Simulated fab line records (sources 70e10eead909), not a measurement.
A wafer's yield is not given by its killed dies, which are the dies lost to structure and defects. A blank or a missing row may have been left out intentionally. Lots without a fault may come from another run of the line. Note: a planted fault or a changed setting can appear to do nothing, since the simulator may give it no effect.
A lot that was struck, set against a sound lot    flow nandHarc    33 out of 1159 route steps
Sound: wafers L322.1, L322.3, L322.5. Struck: wafers L335.3, L335.6 (left out: L335.5, a lot-mate that was not struck); the cause follows at the end.
Per side, at each step with rows, come the tool, then ch with its chambers, and then its first start. Under that, the readings that differ: sound wafers    struck wafers    difference of the means    sigmas: that difference in standard deviations of wafers without a fault.
alike: same words and numbers on both sides, and readings whose means sit less than 2 such deviations apart. not compared: any withheld reading, any reading some wafer has no value for, any bound like >300 that may hide the same value, and any number with overlapping values for which the record gives no deviation.
The two part at a step that has a row with sigmas, a row that says differs or no value, or rows on one side only. Numbers that have no deviation but don't overlap get no sigmas and don't part them. Lack of a reading on every wafer of one side parts them only where that side has two or more wafers.

first, 3 steps without rows for these wafers: NHARC_P_M0_DESCUM_14 (chemistry O2, time 3 s); NHARC_P_M0_ETCH_34 (etches the open film in N2/H2, target depth 40 nm, overetch 12 nm, time 43.94 s); NHARC_P_M0_ETCH_15 (etches the open film in C4F8/Ar, target depth 150 nm, overetch 15 nm, time 82.5 s).
NHARC_P_M0_CD_MEAS_16:
  sound: cdSem-01 at day 6 14:14; struck: cdSem-01 at day 9 19:39
  alike: cdNm
NHARC_P_M0_STRIP_18: strips in N2/H2.
  sound on rieDiel-01 ch 0,1, day 6 14:19; struck on rieDiel-12 ch 0,2, day 9 19:46
  alike: drypumpMotorCurrentA, h2FlowSccm, oesProductAu, rfVppV, showerheadPlenumPTorr, throttleValvePct
  not compared: rfHoursCounterH
then, 1 step without rows for these wafers: NHARC_P_M0_STRIP_19 (strips in post etch residue remover, time 600 s).
NHARC_P_M0_DEGAS_28: time 60 s.
  sound: pvdSputter-03 at day 6 14:52; struck: pvdSputter-02 at day 9 20:19
  alike: heaterPowerW
NHARC_P_M0_PRE_CLEAN_29: time 30 s.
  sound on pvdSputter-03; struck on pvdSputter-02
  alike: heaterPowerW
then, 1 step without rows for these wafers: NHARC_P_M0_PVD_20 (deposits TaN, target thk 5 nm, time 8.06 s).
NHARC_P_M0_PVD_21: deposits Cu, target thk 30 nm, time 20.49 s.
  sound on pvdSputter-03; struck on pvdSputter-02
  alike: throttleValvePct
then, 2 steps without rows for these wafers: NHARC_P_M0_ECD_22 (material Cu, target thk 400 nm); NHARC_P_M0_ANNEAL_30 (time 90 s).
NHARC_P_M0_CMP_23: polishes, t overpolish 20 s, target thk 117.53 nm.
  sound on cmp-04 ch 0,2,3, day 6 15:59; struck on cmp-04 ch 1, day 9 21:23
  alike: motorCurrentA, retainingRingPressureFrac, timeToEndpointS
NHARC_P_M0_THK_MEAS_24: measures by xrf.
  sound: filmMetro-01 at day 6 16:17; struck: filmMetro-01 at day 9 21:42
reading     sound              struck       difference  sigmas
thkNm (nm)  118.6 118.7 118.5  114.8 114.0  -4.2        -3
then, 1 step without rows for these wafers: NHARC_P_M0_SRD_25.
NHARC_P_M0_INSPECT_27:
  sound: defectInspect-01 at day 6 16:26; struck: defectInspect-02 at day 9 21:51
reading         sound        struck   difference  sigmas
rawDefectCount  215 170 206  618 646  +435        +4
then, 1 step without rows for these wafers: NHARC_P_M0_PRE_CLEAN_31 (time 12 s).
NHARC_P_M0_DEP_32: deposits SiCN, target thk 30 nm.
  sound on pecvd-04 ch 0,2, day 6 16:35; struck on pecvd-01 ch 1,2, day 9 22:05
  alike: heaterPowerW
then, 10 steps without rows for these wafers: NHARC_P_M1_DEP_00 (deposits SiOC, target thk 182.5 nm); NHARC_P_M1_DEHYDRATE_01 (time 120 s); NHARC_P_M1_HMDS_02 (time 30 s); NHARC_P_M1_COAT_34 (time 65 s); NHARC_P_M1_COAT_03 (resist thk 90 nm); NHARC_P_M1_SOFTBAKE_04 (time 55 s); NHARC_P_M1_EBR_05; NHARC_P_M1_EXPOSE_06 (exposes mask P M1, target cd 130 nm); NHARC_P_M1_PEB_07 (peb time 65 s); NHARC_P_M1_DEVELOP_08 (develop time 35 s).
NHARC_P_M1_CD_MEAS_09 targets a cd of 130 nm.
  sound on cdSem-01 ch 0, day 6 17:41; struck on cdSem-01 ch 0, day 9 23:14
  alike: cdNm
NHARC_P_M1_OVL_MEAS_10: pitch 260 nm.
  sound: overlay-02 at day 6 17:46; struck: overlay-02 at day 9 23:19
reading          sound           struck   difference  sigmas
overlayXNm (nm)  -1.7 -1.4 -0.8  0.8 0.8  +2.1        +2
  alike: overlayYNm
NHARC_P_M1_INSPECT_11:
  sound: defectInspect-01 at day 6 17:49; struck: defectInspect-02 at day 9 23:23
reading         sound  struck   difference  sigmas
rawDefectCount  3 5 2  255 251  +250        +99 or more
then, 1 step without rows for these wafers: NHARC_P_M1_DESCUM_14 (chemistry O2, time 3 s).
-- jump in the record: it breaks off in module P_M1 and resumes in module END (first step shown: number 1159 of the route), and 15 days separate the struck wafers' starts before and after --
NHARC_END_SORT_01:
  here the record holds rows for the struck wafers (prober-02 ch 0, day 24 11:28) but none for the sound ones

WHERE THEY PART
Earliest at NHARC_P_M0_THK_MEAS_24; latest, in this record, at NHARC_END_SORT_01.

WHY: what the simulator had put in
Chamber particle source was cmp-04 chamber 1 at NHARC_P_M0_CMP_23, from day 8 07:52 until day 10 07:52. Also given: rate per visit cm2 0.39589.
